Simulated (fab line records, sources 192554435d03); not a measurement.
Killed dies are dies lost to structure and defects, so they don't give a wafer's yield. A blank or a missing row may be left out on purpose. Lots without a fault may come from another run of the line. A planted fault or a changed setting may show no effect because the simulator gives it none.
Which tool did it? | flow n5_finfet | 11 lots, 32 wafers sampled, at 5 steps of a route of 1938

WHAT THE GAUGES READ, wafer by wafer
N5_START_INSPECT_01: inspects for defects (unpatterned scan).
lot  | measured    | on                | raw_defect_count
L631 | day 1 18:02 | defect_inspect-02 | 8 8 7
L632 | day 2 00:02 | defect_inspect-01 | 11 10 10
L635 | day 2 18:02 | defect_inspect-02 | 4 3 7
L636 | day 3 00:02 | defect_inspect-02 | 7 5 2
L638 | day 3 12:02 | defect_inspect-01 | 5 5 8
L643 | day 4 18:02 | defect_inspect-02 | 9 4 6
L647 | day 5 18:02 | defect_inspect-01 | 7 6 7
L648 | day 6 00:02 | defect_inspect-02 | 4 6 3
L649 | day 6 06:02 | defect_inspect-02 | 8 13 5
L652 | day 7 00:02 | defect_inspect-02 | 6 5 7
L653 | day 7 06:02 | defect_inspect-01 | 6 4

N5_ZERO_LAYER_CD_MEAS_11: target cd 2000 nm.
lot  | measured    | on        | cd_nm (nm)
L631 | day 1 18:38 | cd_sem-03 | 2000.5 1999.6 1997.0
L632 | day 2 00:38 | cd_sem-02 | 1998.9 2000.6 2001.8
L635 | day 2 18:46 | cd_sem-01 | 1998.5 1997.2 1996.9
L636 | day 3 00:46 | cd_sem-02 | 2001.1 1999.3 2001.8
L638 | day 3 12:38 | cd_sem-01 | 1994.9 1994.9 1998.4
L643 | day 4 18:38 | cd_sem-01 | 2002.5 1998.9 2001.7
L647 | day 5 18:46 | cd_sem-01 | 2001.2 2001.3 2003.0
L648 | day 6 00:57 | cd_sem-03 | 2002.8 2004.6 2003.0
L649 | day 6 06:38 | cd_sem-01 | 1997.5 2002.9 2002.1
L652 | day 7 00:47 | cd_sem-01 | 1996.6 1999.3 1997.5
L653 | day 7 06:40 | cd_sem-03 | 1995.5 1997.1

N5_BEOL_M4_RC_MEAS_101.
lot  | measured     | on        | CJ_P        | DIBL_N (mV/V)  | DIBL_P (mV/V)  | IOFF_N (nA/um) | IOFF_P (nA/um) | ION_N (uA/um) | ION_P (uA/um) | SS_N (mV/dec)  | SS_P (mV/dec)  | VT_N (mV)   | VT_P (mV)
L631 | day 8 21:15  | prober-02 | 6.2 5.8 6.3 | 34.6 33.6 33.5 | 36.4 35.3 35.5 | 0.13 0.13 0.13 | 0.19 0.17 0.18 | 652 660 652   | 449 452 447   | 71.9 71.7 72.0 | 73.2 73.2 73.0 | 254 253 254 | -252 -253 -255
L632 | day 8 21:51  | prober-01 | 5.6 6.3 6.0 | 39.1 36.2 35.8 | 39.3 36.5 34.4 | 0.23 0.17 0.16 | 0.27 0.23 0.20 | 683 688 659   | 463 468 451   | 73.2 71.3 71.9 | 74.2 73.4 73.2 | 247 248 249 | -246 -248 -248
L635 | day 9 23:16  | prober-02 | 4.3 4.3 4.4 | 41.4 38.8 39.2 | 42.0 39.5 39.8 | 0.26 0.19 0.20 | 0.30 0.25 0.25 | 697 673 690   | 467 459 469   | 72.5 73.0 72.9 | 75.0 74.3 75.1 | 245 247 248 | -246 -248 -250
L636 | day 10 03:35 | prober-01 | 5.5 5.1 5.6 | 36.4 34.6 35.0 | 36.8 33.4 35.4 | 0.15 0.11 0.12 | 0.20 0.16 0.20 | 678 653 669   | 464 452 468   | 71.5 70.4 71.6 | 73.5 72.5 72.8 | 252 255 255 | -251 -253 -252
L638 | day 10 06:41 | prober-01 | 4.7 4.9 4.5 | 34.1 36.0 37.1 | 32.8 35.6 37.9 | 0.11 0.13 0.15 | 0.16 0.17 0.22 | 661 658 654   | 455 451 457   | 70.8 71.4 72.1 | 73.2 73.9 74.4 | 259 255 251 | -258 -257 -253
L643 | day 11 18:24 | prober-01 | 5.9 6.0 5.3 | 36.0 36.6 35.9 | 36.7 38.2 35.8 | 0.15 0.17 0.15 | 0.22 0.24 0.19 | 671 686 658   | 461 471 450   | 71.7 71.6 72.3 | 73.2 74.0 73.3 | 252 250 254 | -247 -244 -253
L647 | day 13 13:41 | prober-02 | 6.1 5.4 5.6 | 36.5 40.5 36.9 | 36.2 40.6 37.0 | 0.14 0.22 0.14 | 0.20 0.27 0.22 | 670 674 665   | 456 460 464   | 71.0 72.4 71.9 | 73.2 74.5 74.0 | 250 246 253 | -254 -248 -250
L648 | day 12 21:49 | prober-01 | 6.1 5.8 5.9 | 35.9 34.4 36.0 | 37.7 35.8 37.3 | 0.18 0.14 0.18 | 0.26 0.22 0.24 | 676 655 677   | 469 460 469   | 71.0 70.9 72.3 | 73.7 73.8 73.8 | 248 255 248 | -244 -248 -247
L649 | day 12 22:44 | prober-01 | 5.7 6.0 6.2 | 33.0 32.5 35.2 | 31.1 31.6 35.9 | 0.10 0.10 0.14 | 0.15 0.15 0.21 | 653 643 668   | 454 447 456   | 71.0 70.5 71.3 | 71.9 72.3 73.8 | 258 259 250 | -255 -253 -251
L652 | day 13 20:39 | prober-01 | 6.2 5.8 6.2 | 40.1 36.2 37.9 | 40.6 35.1 37.6 | 0.25 0.13 0.19 | 0.31 0.19 0.25 | 689 651 675   | 470 453 463   | 73.0 71.1 71.8 | 74.3 73.0 73.6 | 245 255 246 | -242 -252 -246
L653 | day 14 06:51 | prober-02 | 6.3 5.7     | 37.1 34.0      | 38.2 34.5      | 0.17 0.12      | 0.21 0.16      | 685 675       | 470 460       | 71.1 70.8      | 74.5 73.5      | 253 252     | -253 -258

WHICH TOOL RAN EACH LOT (tool, then ch and the chambers of the sampled wafers, then the start)
lot  | N5_WELL_APT_IMPLANT_15         | N5_WELL_APT_EPI_41
L631 | implanter-02 ch 0, day 1 20:04 | epi_rpcvd-04 ch 0, day 1 21:55
L632 | implanter-02 ch 0, day 2 02:03 | epi_rpcvd-03 ch 0, day 2 04:17
L635 | implanter-02 ch 0, day 2 20:14 | epi_rpcvd-01 ch 0, day 2 22:08
L636 | implanter-01 ch 0, day 3 02:16 | epi_rpcvd-04 ch 0, day 3 04:40
L638 | implanter-02 ch 0, day 3 14:06 | epi_rpcvd-01 ch 0, day 3 16:11
L643 | implanter-01 ch 0, day 4 19:55 | epi_rpcvd-01 ch 0, day 4 22:11
L647 | implanter-02 ch 0, day 5 20:03 | epi_rpcvd-04 ch 0, day 5 22:13
L648 | implanter-02 ch 0, day 6 02:14 | epi_rpcvd-01 ch 0, day 6 04:13
L649 | implanter-01 ch 0, day 6 08:23 | epi_rpcvd-03 ch 0, day 6 10:26
L652 | implanter-02 ch 0, day 7 02:35 | epi_rpcvd-01 ch 0, day 7 05:11
L653 | implanter-02 ch 0, day 7 08:18 | epi_rpcvd-03 ch 0, day 7 10:43
- N5_WELL_APT_IMPLANT_15
- N5_WELL_APT_EPI_41: deposits Si from SiH4/H2, target thk 50 nm, time 297.7 s.

WHAT THE TOOLS THEMSELVES READ (means of the sampled wafers that have a number; where no wafer has one, the mark that the record gives instead)
N5_WELL_APT_IMPLANT_15.
lot  | tool         | dose_ions_cm2 | faraday_current_uA | rotation_deg (degrees)
L631 | implanter-02 | 1.5e+13       | 191                | -0.019
L632 | implanter-02 | 1.5e+13       | 188                | -0.004
L635 | implanter-02 | 9.4e+12       | 118                | 0.013
L636 | implanter-01 | 1.5e+13       | 192                | 0.006
L638 | implanter-02 | 9.4e+12       | 120                | -0.005
L643 | implanter-01 | 1.5e+13       | 194                | 0.009
L647 | implanter-02 | 1.5e+13       | 189                | -0.001
L648 | implanter-02 | 1.5e+13       | 191                | 0.007
L649 | implanter-01 | 1.5e+13       | 191                | 0.022
L652 | implanter-02 | 1.5e+13       | 188                | -0.009
L653 | implanter-02 | 1.5e+13       | 193                | 0.022

N5_WELL_APT_EPI_41.
lot  | tool         | throttle_valve_pct (%)
L631 | epi_rpcvd-04 | 11.38
L632 | epi_rpcvd-03 | 11.51
L635 | epi_rpcvd-01 | 11.38
L636 | epi_rpcvd-04 | 11.36
L638 | epi_rpcvd-01 | 11.38
L643 | epi_rpcvd-01 | 11.49
L647 | epi_rpcvd-04 | 11.34
L648 | epi_rpcvd-01 | 11.45
L649 | epi_rpcvd-03 | 11.41
L652 | epi_rpcvd-01 | 11.38
L653 | epi_rpcvd-03 | 11.36

THE ANSWER, worked out from the rows above alone
Rule: what is usual is taken from the lots themselves. Put in order of their means at a reading, lots are off if they are a third of the lots or fewer, leave a main group of 4 or more, and stand apart from it by a gap of 3 or more times the standard deviation of the main group's means; of several such gaps the widest counts. A main group whose means are all the same, to the digits that the tables above print for the reading, isn't used. A lot without any number at a reading at which 4 lots or more have one is off too. The other lots that the step has rows for count as sound. The gauges are gone through in route order, then the tools' own readings, and for those a lot's mean is taken as printed above. The first step at which some lot is off is used, and at that step the reading that is off furthest; a lot without a number counts as furthest.
Off: L635, L638, at N5_BEOL_M4_RC_MEAS_101 (CJ_P). The main group: mean 5.9, standard deviation 0.21.
A tool fits if, at a process step before that reading, it ran every lot that is off, and no sound lot after the first of them. The gauges at N5_BEOL_M4_RC_MEAS_101 aren't tried: what is off there is off at N5_WELL_APT_IMPLANT_15 too, on other tools, and a gauge's error can't cause that. None of those tried fits.

WHAT THE SIMULATOR HAD PUT IN
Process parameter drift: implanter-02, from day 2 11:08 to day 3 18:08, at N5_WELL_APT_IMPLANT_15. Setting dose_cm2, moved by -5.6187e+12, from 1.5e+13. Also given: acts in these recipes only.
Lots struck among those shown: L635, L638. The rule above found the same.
